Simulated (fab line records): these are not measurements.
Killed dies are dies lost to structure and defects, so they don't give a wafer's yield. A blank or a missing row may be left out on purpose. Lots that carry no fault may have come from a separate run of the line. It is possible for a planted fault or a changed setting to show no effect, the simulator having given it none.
Which of the tools did it? || flow nandHarc || 11 lots with 33 wafers sampled at 5 steps, on a route of 1302 steps

## WHAT EACH GAUGE READ, for each wafer
NHARC_A_CHANNEL_HOLE_D2_INSPECT_40.
{"lot": "L372", "measured": "day 13 22:44", "on": "defectInspect-02", "rawDefectCount": "158 223 193"}
{"lot": "L374", "measured": "day 14 21:25", "on": "defectInspect-02", "rawDefectCount": "340 266 260"}
{"lot": "L375", "measured": "day 15 05:49", "on": "defectInspect-01", "rawDefectCount": "243 278 200"}
{"lot": "L377", "measured": "day 16 01:38", "on": "defectInspect-01", "rawDefectCount": "335 254 321"}
{"lot": "L378", "measured": "day 16 01:55", "on": "defectInspect-02", "rawDefectCount": "346 290 262"}
{"lot": "L380", "measured": "day 16 23:22", "on": "defectInspect-02", "rawDefectCount": "385 427 369"}
{"lot": "L379", "measured": "day 16 23:40", "on": "defectInspect-02", "rawDefectCount": "258 344 239"}
{"lot": "L381", "measured": "day 17 17:16", "on": "defectInspect-01", "rawDefectCount": "326 264 217"}
{"lot": "L383", "measured": "day 18 11:50", "on": "defectInspect-01", "rawDefectCount": "1436 189 166"}
{"lot": "L391", "measured": "day 21 22:03", "on": "defectInspect-02", "rawDefectCount": "367 269 295"}
{"lot": "L390", "measured": "day 21 23:07", "on": "defectInspect-01", "rawDefectCount": "199 165 156"}

## WHICH TOOL RAN EACH LOT (tool, then ch and the chambers of the sampled wafers, then the start)
{"lot": "L372", "NHARC_A_CHANNEL_HOLE_D2_ETCH_16": "rieDiel-07 ch 1,3, day 13 16:25", "NHARC_A_CHANNEL_HOLE_D2_ETCH_20": "harEtch-01 ch 0,1, day 13 17:11", "NHARC_A_CHANNEL_HOLE_D2_ETCH_22": "harEtch-01 ch 0,1, day 13 17:58", "NHARC_A_CHANNEL_HOLE_D2_STRIP_28": "rieDiel-05 ch 0,1, day 13 22:44 or earlier"}
{"lot": "L374", "NHARC_A_CHANNEL_HOLE_D2_ETCH_16": "rieDiel-05 ch 0,2,3, day 14 09:28", "NHARC_A_CHANNEL_HOLE_D2_ETCH_20": "harEtch-02 ch 0,1, day 14 15:51", "NHARC_A_CHANNEL_HOLE_D2_ETCH_22": "harEtch-02 ch 0,1, day 14 16:37", "NHARC_A_CHANNEL_HOLE_D2_STRIP_28": "rieDiel-10 ch 0,1,2, day 14 21:25 or earlier"}
{"lot": "L375", "NHARC_A_CHANNEL_HOLE_D2_ETCH_16": "rieDiel-10 ch 0,1, day 14 22:17", "NHARC_A_CHANNEL_HOLE_D2_ETCH_20": "harEtch-02 ch 0,1, day 15 00:20", "NHARC_A_CHANNEL_HOLE_D2_ETCH_22": "harEtch-02 ch 0,1, day 15 01:13", "NHARC_A_CHANNEL_HOLE_D2_STRIP_28": "rieDiel-05 ch 0,1,3, day 15 05:49 or earlier"}
{"lot": "L377", "NHARC_A_CHANNEL_HOLE_D2_ETCH_16": "rieDiel-10 ch 0,2,3, day 15 17:16", "NHARC_A_CHANNEL_HOLE_D2_ETCH_20": "harEtch-02 ch 0,1, day 15 20:02", "NHARC_A_CHANNEL_HOLE_D2_ETCH_22": "harEtch-02 ch 0,1, day 15 20:47", "NHARC_A_CHANNEL_HOLE_D2_STRIP_28": "rieDiel-05 ch 2,3, day 16 01:38 or earlier"}
{"lot": "L378", "NHARC_A_CHANNEL_HOLE_D2_ETCH_16": "rieDiel-07 ch 1,3, day 15 17:19", "NHARC_A_CHANNEL_HOLE_D2_ETCH_20": "harEtch-01 ch 0,1, day 15 20:25", "NHARC_A_CHANNEL_HOLE_D2_ETCH_22": "harEtch-01 ch 0,1, day 15 21:15", "NHARC_A_CHANNEL_HOLE_D2_STRIP_28": "rieDiel-10 ch 0,1,3, day 16 01:55 or earlier"}
{"lot": "L380", "NHARC_A_CHANNEL_HOLE_D2_ETCH_16": "rieDiel-10 ch 1,2, day 16 17:02", "NHARC_A_CHANNEL_HOLE_D2_ETCH_20": "harEtch-02 ch 0,1, day 16 17:51", "NHARC_A_CHANNEL_HOLE_D2_ETCH_22": "harEtch-02 ch 0,1, day 16 18:41", "NHARC_A_CHANNEL_HOLE_D2_STRIP_28": "rieDiel-10 ch 2,3, day 16 23:22 or earlier"}
{"lot": "L379", "NHARC_A_CHANNEL_HOLE_D2_ETCH_16": "rieDiel-05 ch 0,1,3, day 16 17:19", "NHARC_A_CHANNEL_HOLE_D2_ETCH_20": "harEtch-01 ch 0,1, day 16 18:04", "NHARC_A_CHANNEL_HOLE_D2_ETCH_22": "harEtch-01 ch 0,1, day 16 18:56", "NHARC_A_CHANNEL_HOLE_D2_STRIP_28": "rieDiel-05 ch 0,1,2, day 16 23:40 or earlier"}
{"lot": "L381", "NHARC_A_CHANNEL_HOLE_D2_ETCH_16": "rieDiel-10 ch 1,2,3, day 17 04:45", "NHARC_A_CHANNEL_HOLE_D2_ETCH_20": "harEtch-01 ch 0,1, day 17 11:37", "NHARC_A_CHANNEL_HOLE_D2_ETCH_22": "harEtch-01 ch 0,1, day 17 12:27", "NHARC_A_CHANNEL_HOLE_D2_STRIP_28": "rieDiel-07 ch 0,2,3, day 17 17:16 or earlier"}
{"lot": "L383", "NHARC_A_CHANNEL_HOLE_D2_ETCH_16": "rieDiel-10 ch 0,1,2, day 18 03:02", "NHARC_A_CHANNEL_HOLE_D2_ETCH_20": "harEtch-02 ch 1, day 18 06:16", "NHARC_A_CHANNEL_HOLE_D2_ETCH_22": "harEtch-02 ch 1, day 18 07:01", "NHARC_A_CHANNEL_HOLE_D2_STRIP_28": "rieDiel-10 ch 0,1,3, day 18 11:50 or earlier"}
{"lot": "L391", "NHARC_A_CHANNEL_HOLE_D2_ETCH_16": "rieDiel-05 ch 0,1,2, day 21 15:45", "NHARC_A_CHANNEL_HOLE_D2_ETCH_20": "harEtch-01 ch 0,1, day 21 16:34", "NHARC_A_CHANNEL_HOLE_D2_ETCH_22": "harEtch-01 ch 0,1, day 21 17:24", "NHARC_A_CHANNEL_HOLE_D2_STRIP_28": "rieDiel-05 ch 0,3, day 21 22:03 or earlier"}
{"lot": "L390", "NHARC_A_CHANNEL_HOLE_D2_ETCH_16": "rieDiel-07 ch 0,1,2, day 21 16:46", "NHARC_A_CHANNEL_HOLE_D2_ETCH_20": "harEtch-02 ch 0,1, day 21 17:35", "NHARC_A_CHANNEL_HOLE_D2_ETCH_22": "harEtch-02 ch 0,1, day 21 18:22", "NHARC_A_CHANNEL_HOLE_D2_STRIP_28": "rieDiel-07 ch 0,1,2, day 21 23:07 or earlier"}
- NHARC_A_CHANNEL_HOLE_D2_ETCH_16: etches the open film in O2/COS, target depth 3100 nm, time 806 s.
- NHARC_A_CHANNEL_HOLE_D2_ETCH_20: etches the open film in C4F8/O2/Ar, time 361.9 s, target depth 1600 nm.
- NHARC_A_CHANNEL_HOLE_D2_ETCH_22: etches the open film in C4F8/O2/Ar, time 666.7 s, target depth 1600 nm.
- NHARC_A_CHANNEL_HOLE_D2_STRIP_28: strips in O2.

## THE ANSWER, worked out from the rows above alone
Rule: the lots themselves supply what counts as usual. The widest of any qualifying gaps counts: lots, ordered by their means at a reading, are off when they make up no more than a third of the lots, leave a main group of 4 or more, and stand apart from it by 3 or more times the standard deviation of that group's means. A main group whose means are all the same, to the digits that the tables above print for the reading, isn't used. A lot without any number at a reading at which 4 lots or more have one is off too. Any other lot the step has rows for is counted as sound.
Off at NHARC_A_CHANNEL_HOLE_D2_INSPECT_40 (rawDefectCount): L383. The main group: mean 275, standard deviation 60.
If a tool, at a process step before that reading, ran all the lots that are off and no sound lot after the first of them, it fits. The gauges at NHARC_A_CHANNEL_HOLE_D2_INSPECT_40 are tried like those tools. NHARC_A_CHANNEL_HOLE_D2_STRIP_28: start missing for some lots; hours and lot order therefore follow NHARC_A_CHANNEL_HOLE_D2_INSPECT_40. One candidate fits, namely rieDiel-10 at NHARC_A_CHANNEL_HOLE_D2_ETCH_16 and NHARC_A_CHANNEL_HOLE_D2_STRIP_28. At NHARC_A_CHANNEL_HOLE_D2_ETCH_16 its last sound lot is L381 (day 17 04:45), its first lot that is off L383 (day 18 03:02): a fault that began between those two fits.

## WHAT WAS PUT IN BY THE SIMULATOR
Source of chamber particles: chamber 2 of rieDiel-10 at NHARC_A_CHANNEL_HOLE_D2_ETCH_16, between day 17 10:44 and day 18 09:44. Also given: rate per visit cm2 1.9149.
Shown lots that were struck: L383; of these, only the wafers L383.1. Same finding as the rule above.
